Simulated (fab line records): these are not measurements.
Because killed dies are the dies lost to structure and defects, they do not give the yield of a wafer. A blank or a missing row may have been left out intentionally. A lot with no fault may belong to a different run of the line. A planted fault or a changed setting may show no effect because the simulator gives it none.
Split-lot trial / flow n5_finfet / 39 wafers read across 7 lots, on a route 1938 steps long

## ON THE SPLIT
At N5_ZERO_LAYER_DEVELOP_10 (develop time 60 s), the setting develop_time_s was moved away from the recipe's 60 s on 9 of the 39 wafers read, by -54.0% to +50.7%. This setting was run at the recipe's value on the other wafers.

## FROM THE SPLIT ON TO THE READING: in between, the file shows 1 step
- N5_ZERO_LAYER_HARDBAKE_23: time 120 s

## THE READING
cd_nm, in nm, at N5_ZERO_LAYER_CD_MEAS_11 (target cd 2000 nm). On this fab line, fault-free wafers typically give 2000.0 nm with a standard deviation of 2.4 nm.

wafer=L078.1; tool, chamber at the split=litho_track-02, 0; develop_time_s as run, s=60; against the recipe=recipe; cd_nm, nm=2002.7; against lot-mates on the recipe=-
wafer=L078.3; tool, chamber at the split=litho_track-02, 0; develop_time_s as run, s=60; against the recipe=recipe; cd_nm, nm=2003.4; against lot-mates on the recipe=-
wafer=L078.5; tool, chamber at the split=litho_track-02, 0; develop_time_s as run, s=60; against the recipe=recipe; cd_nm, nm=2002.9; against lot-mates on the recipe=-
wafer=L081.1; tool, chamber at the split=litho_track-03, 0; develop_time_s as run, s=28.67; against the recipe=-52.2%; cd_nm, nm=1986.2; against lot-mates on the recipe=-14.7
wafer=L081.2; tool, chamber at the split=litho_track-03, 0; develop_time_s as run, s=28.67; against the recipe=-52.2%; cd_nm, nm=1987.6; against lot-mates on the recipe=-13.3
wafer=L081.3; tool, chamber at the split=litho_track-03, 0; develop_time_s as run, s=60; against the recipe=recipe; cd_nm, nm=1999.7; against lot-mates on the recipe=-
wafer=L081.4; tool, chamber at the split=litho_track-03, 0; develop_time_s as run, s=60; against the recipe=recipe; cd_nm, nm=2001.1; against lot-mates on the recipe=-
wafer=L081.5; tool, chamber at the split=litho_track-03, 0; develop_time_s as run, s=60; against the recipe=recipe; cd_nm, nm=2001.9; against lot-mates on the recipe=-
wafer=L081.6; tool, chamber at the split=litho_track-03, 0; develop_time_s as run, s=28.67; against the recipe=-52.2%; cd_nm, nm=1985.6; against lot-mates on the recipe=-15.3
wafer=L082.1; tool, chamber at the split=litho_track-01, 0; develop_time_s as run, s=90.4; against the recipe=+50.7%; cd_nm, nm=2007.7; against lot-mates on the recipe=+8.8
wafer=L082.2; tool, chamber at the split=litho_track-01, 0; develop_time_s as run, s=60; against the recipe=recipe; cd_nm, nm=1999.0; against lot-mates on the recipe=-
wafer=L082.3; tool, chamber at the split=litho_track-01, 0; develop_time_s as run, s=60; against the recipe=recipe; cd_nm, nm=2001.7; against lot-mates on the recipe=-
wafer=L082.4; tool, chamber at the split=litho_track-01, 0; develop_time_s as run, s=90.4; against the recipe=+50.7%; cd_nm, nm=2006.5; against lot-mates on the recipe=+7.6
wafer=L082.5; tool, chamber at the split=litho_track-01, 0; develop_time_s as run, s=60; against the recipe=recipe; cd_nm, nm=1996.1; against lot-mates on the recipe=-
wafer=L082.6; tool, chamber at the split=litho_track-01, 0; develop_time_s as run, s=90.4; against the recipe=+50.7%; cd_nm, nm=2006.7; against lot-mates on the recipe=+7.8
wafer=L083.1; tool, chamber at the split=litho_track-02, 0; develop_time_s as run, s=27.58; against the recipe=-54.0%; cd_nm, nm=1984.2; against lot-mates on the recipe=-18.1
wafer=L083.2; tool, chamber at the split=litho_track-02, 0; develop_time_s as run, s=27.58; against the recipe=-54.0%; cd_nm, nm=1986.1; against lot-mates on the recipe=-16.2
wafer=L083.3; tool, chamber at the split=litho_track-02, 0; develop_time_s as run, s=60; against the recipe=recipe; cd_nm, nm=2003.3; against lot-mates on the recipe=-
wafer=L083.4; tool, chamber at the split=litho_track-02, 0; develop_time_s as run, s=27.58; against the recipe=-54.0%; cd_nm, nm=1985.2; against lot-mates on the recipe=-17.1
wafer=L083.5; tool, chamber at the split=litho_track-02, 0; develop_time_s as run, s=60; against the recipe=recipe; cd_nm, nm=2000.3; against lot-mates on the recipe=-
wafer=L083.6; tool, chamber at the split=litho_track-02, 0; develop_time_s as run, s=60; against the recipe=recipe; cd_nm, nm=2003.3; against lot-mates on the recipe=-
wafer=L091.1; tool, chamber at the split=litho_track-02, 0; develop_time_s as run, s=60; against the recipe=recipe; cd_nm, nm=2003.3; against lot-mates on the recipe=-
wafer=L091.2; tool, chamber at the split=litho_track-02, 0; develop_time_s as run, s=60; against the recipe=recipe; cd_nm, nm=2002.6; against lot-mates on the recipe=-
wafer=L091.3; tool, chamber at the split=litho_track-02, 0; develop_time_s as run, s=60; against the recipe=recipe; cd_nm, nm=2002.4; against lot-mates on the recipe=-
wafer=L091.4; tool, chamber at the split=litho_track-02, 0; develop_time_s as run, s=60; against the recipe=recipe; cd_nm, nm=2000.3; against lot-mates on the recipe=-
wafer=L091.5; tool, chamber at the split=litho_track-02, 0; develop_time_s as run, s=60; against the recipe=recipe; cd_nm, nm=1999.1; against lot-mates on the recipe=-
wafer=L091.6; tool, chamber at the split=litho_track-02, 0; develop_time_s as run, s=60; against the recipe=recipe; cd_nm, nm=2000.6; against lot-mates on the recipe=-
wafer=L092.1; tool, chamber at the split=litho_track-02, 0; develop_time_s as run, s=60; against the recipe=recipe; cd_nm, nm=1999.7; against lot-mates on the recipe=-
wafer=L092.2; tool, chamber at the split=litho_track-02, 0; develop_time_s as run, s=60; against the recipe=recipe; cd_nm, nm=2000.5; against lot-mates on the recipe=-
wafer=L092.3; tool, chamber at the split=litho_track-02, 0; develop_time_s as run, s=60; against the recipe=recipe; cd_nm, nm=1999.1; against lot-mates on the recipe=-
wafer=L092.4; tool, chamber at the split=litho_track-02, 0; develop_time_s as run, s=60; against the recipe=recipe; cd_nm, nm=1997.9; against lot-mates on the recipe=-
wafer=L092.5; tool, chamber at the split=litho_track-02, 0; develop_time_s as run, s=60; against the recipe=recipe; cd_nm, nm=2000.4; against lot-mates on the recipe=-
wafer=L092.6; tool, chamber at the split=litho_track-02, 0; develop_time_s as run, s=60; against the recipe=recipe; cd_nm, nm=1997.9; against lot-mates on the recipe=-
wafer=L093.1; tool, chamber at the split=litho_track-03, 0; develop_time_s as run, s=60; against the recipe=recipe; cd_nm, nm=2001.6; against lot-mates on the recipe=-
wafer=L093.2; tool, chamber at the split=litho_track-03, 0; develop_time_s as run, s=60; against the recipe=recipe; cd_nm, nm=1999.3; against lot-mates on the recipe=-
wafer=L093.3; tool, chamber at the split=litho_track-03, 0; develop_time_s as run, s=60; against the recipe=recipe; cd_nm, nm=1998.8; against lot-mates on the recipe=-
wafer=L093.4; tool, chamber at the split=litho_track-03, 0; develop_time_s as run, s=60; against the recipe=recipe; cd_nm, nm=1997.7; against lot-mates on the recipe=-
wafer=L093.5; tool, chamber at the split=litho_track-03, 0; develop_time_s as run, s=60; against the recipe=recipe; cd_nm, nm=2000.1; against lot-mates on the recipe=-
wafer=L093.6; tool, chamber at the split=litho_track-03, 0; develop_time_s as run, s=60; against the recipe=recipe; cd_nm, nm=2002.7; against lot-mates on the recipe=-

THE FIT
A straight line over all 39 wafers: cd_nm changes by +0.225 nm for each +1% of develop_time_s; r = +0.92; the points scatter about the line by 2.4 nm.
The same after taking each lot's own level away (the mean of its wafers on the recipe; 39 wafers): +0.249 nm for each +1%; r = +0.95; scatter 2 nm.
That fit puts the effect of the largest move of develop_time_s on the reading at 13 nm.
The lots' own levels span 1998.93 to 2003.00 nm, that is 1.7 times the standard deviation above.
So the lot-to-lot level changes the slope little: the two slopes agree.
Check: with one of the wafers moved furthest among these (-54.0%) left out of the fit, the line predicts -13.6 nm for it against its lot-mates. Against them it came out at -18.1 nm.

## THE WHOLE CHAIN: every reading that the file lists as answering this split, in the file's order
step=N5_ZERO_LAYER_CD_MEAS_11; what it does=target cd 2000 nm; reading=cd_nm; change (the file's fit)=+0.254 nm for each +1% of the setting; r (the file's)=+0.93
step=N5_ZERO_LAYER_DESCUM_16; what it does=chemistry O2, time 7.9 s; reading=ZERO_LAYER.cd_nm (the simulator's own value, which no gauge read); change (the file's fit)=+0.252 nm for each +1% of the setting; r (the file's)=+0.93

## THE FILE'S OWN FIT
cd_nm changes by +0.254 nm for each +1% of develop_time_s, r = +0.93.
